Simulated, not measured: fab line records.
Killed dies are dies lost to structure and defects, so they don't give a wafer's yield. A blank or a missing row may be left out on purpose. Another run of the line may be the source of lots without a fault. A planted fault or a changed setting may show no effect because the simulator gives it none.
Struck lot and sound lot, side by side    flow nand harc    25 out of 1302 route steps
Sound: wafers L442.1, L442.5, L442.6. Wafers struck: L455.1, L455.2, L455.6. At the end, the cause is stated.
Order at every step that has rows: each side's tool, ch and its chambers, its first start. Under that, the readings that differ: sound wafers    struck wafers    difference of the means    sigmas: that difference in standard deviations of wafers without a fault.
alike: readings whose means differ by less than 2 such deviations, and words and numbers that are the same on both sides. not compared: withheld readings, readings that some wafer has no value for, bounds like >300 that may hide the same value, and numbers for which the record gives no deviation and whose values overlap.
The two part at a step that has a row with sigmas, a row that says differs or no value, or rows on one side only. When numbers do not overlap yet have no deviation, they are printed without sigmas and do not part them. A reading that every wafer of one side lacks parts them only if that side has two wafers or more.

first, 1 step without rows for these wafers: NHARC_A_M0_SRD_25.
NHARC_A_M0_INSPECT_27:
  sound on defect inspect-01 at day 23 09:56; struck on defect inspect-02 at day 29 06:30
  alike: raw defect count
NHARC_A_M0_PRE_CLEAN_31: time 12 s.
  sound on pecvd-03 ch 1,2, day 23 10:01; struck on pecvd-02 ch 0,1, day 29 06:34
  alike: heater power w, rf fwd power W
NHARC_A_M0_DEP_32: deposits SiCN, target thk 30 nm.
  sound on pecvd-03 ch 1,2, day 23 10:10; struck on pecvd-02 ch 0,1, day 29 06:39
  alike: heater power w, rf fwd power W
then, 7 steps without rows for these wafers: NHARC_A_M1_DEP_00 (deposits SiOC, target thk 182.5 nm); NHARC_A_M1_DEHYDRATE_01 (time 120 s); NHARC_A_M1_HMDS_02 (time 30 s); NHARC_A_M1_COAT_34 (time 65 s); NHARC_A_M1_COAT_03 (resist thk 90 nm); NHARC_A_M1_SOFTBAKE_04 (time 55 s); NHARC_A_M1_EBR_05.
NHARC_A_M1_EXPOSE_06: exposes mask A M1, target cd 120 nm.
  sound on arfi scanner-03 ch 0, day 23 11:03; struck on arfi scanner-03 ch 0, day 29 07:46
reading               sound              struck             difference  sigmas
exposure dose mJ cm2  75.30 75.18 75.35  78.15 78.17 78.23  +2.91       +38
  alike: mask
then, 2 steps without rows for these wafers: NHARC_A_M1_PEB_07 (peb time 65 s); NHARC_A_M1_DEVELOP_08 (develop time 35 s).
NHARC_A_M1_CD_MEAS_09: target cd 120 nm.
  sound on cd sem-03 ch 0, day 23 11:11; struck on cd sem-02 ch 0
reading     sound              struck             difference  sigmas
cd nm (nm)  120.7 121.0 119.9  123.1 123.0 123.1  +2.5        +4
  not compared: hold
NHARC_A_M1_OVL_MEAS_10: pitch 240 nm.
  sound on overlay-01 at day 23 11:17; struck on overlay-01 at day 29 12:23
reading            sound          struck                                                                      difference                    sigmas
hold               - - -          await dispo/4.2h/release await dispo/4.2h/release await dispo/4.2h/release  no value on the sound wafers  
overlay x nm (nm)  -0.1 0.1 -0.4  2.0 1.6 1.3                                                                 +1.8                          +2
  alike: overlay y nm
NHARC_A_M1_INSPECT_11:
  sound on defect inspect-02 at day 23 11:19; struck on defect inspect-01 at day 29 12:25
  alike: raw defect count
NHARC_A_M1_DESCUM_14: chemistry O2, time 3 s.
  sound on rie diel-03 ch 2,3, day 23 11:22; struck on rie diel-03 ch 0,3, day 29 12:29
reading                sound              struck             difference  sigmas
oes product au (a.u.)  0.988 1.001 1.001  1.013 1.017 1.017  +0.019      +2
model.A_M1.cd nm (nm)  121.4 121 120.4    123.2 121.8 122.8  +1.7        
  alike: drypump motor current A, rf vpp V, showerhead plenum p Torr, throttle valve pct
  not compared: rf hours counter h
NHARC_A_M1_ETCH_35: etches the open film in N2/H2, target depth 40 nm, overetch 12 nm, time 43.94 s.
  sound on rie diel-03 ch 0,1,3, day 23 11:29; struck on rie diel-03 ch 0,1, day 29 12:34
  alike: drypump motor current A, oes product au, rf fwd power W, rf vpp V, showerhead plenum p Torr, throttle valve pct
  not compared: rf hours counter h
NHARC_A_M1_ETCH_15: etches the open film in C4F8/Ar, target depth 182.5 nm, time 91.2 s.
  sound: rie diel-03 ch 0,1,2; struck: rie diel-03 ch 1,2
  alike: oes product au, rf fwd power W, rf vpp V
  not compared: rf hours counter h
NHARC_A_M1_CD_MEAS_16:
  sound on cd sem-03 at day 23 11:41; struck on cd sem-01 at day 29 12:49
reading     sound              struck             difference  sigmas
cd nm (nm)  121.1 120.6 120.8  123.8 122.0 123.1  +2.1        +3
NHARC_A_M1_STRIP_18: strips in N2/H2.
  sound on rie diel-09 ch 1,2, day 23 11:47; struck on rie diel-03 ch 0,1,3, day 29 12:56
  alike: drypump motor current A, oes product au, rf fwd power W, rf vpp V, showerhead plenum p Torr, throttle valve pct
  not compared: rf hours counter h
NHARC_A_M1_ETCH_28: etches the open film in CF4/N2, target depth 30 nm, time 72.99 s.
  sound: rie diel-09 ch 0,2,3; struck: rie diel-03 ch 0,3
  alike: drypump motor current A, oes product au, rf fwd power W, rf vpp V, showerhead plenum p Torr, throttle valve pct
  not compared: rf hours counter h, model.A_M1.cd nm
then, 1 step without rows for these wafers: NHARC_A_M1_STRIP_19 (strips in post etch residue remover, time 600 s).
NHARC_END_SORT_01:
  only the struck wafers appear in the record here, on prober-01 ch 0 at day 31 03:38; the sound ones have no rows

## WHERE THEY PART
At NHARC_A_M1_EXPOSE_06 first; at NHARC_END_SORT_01 last (within this record only).

WHY: the cause the simulator had injected
Drift in process parameters on arfi scanner-03 at NHARC_A_M1_EXPOSE_06, starting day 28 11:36. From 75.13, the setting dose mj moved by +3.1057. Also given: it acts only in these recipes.
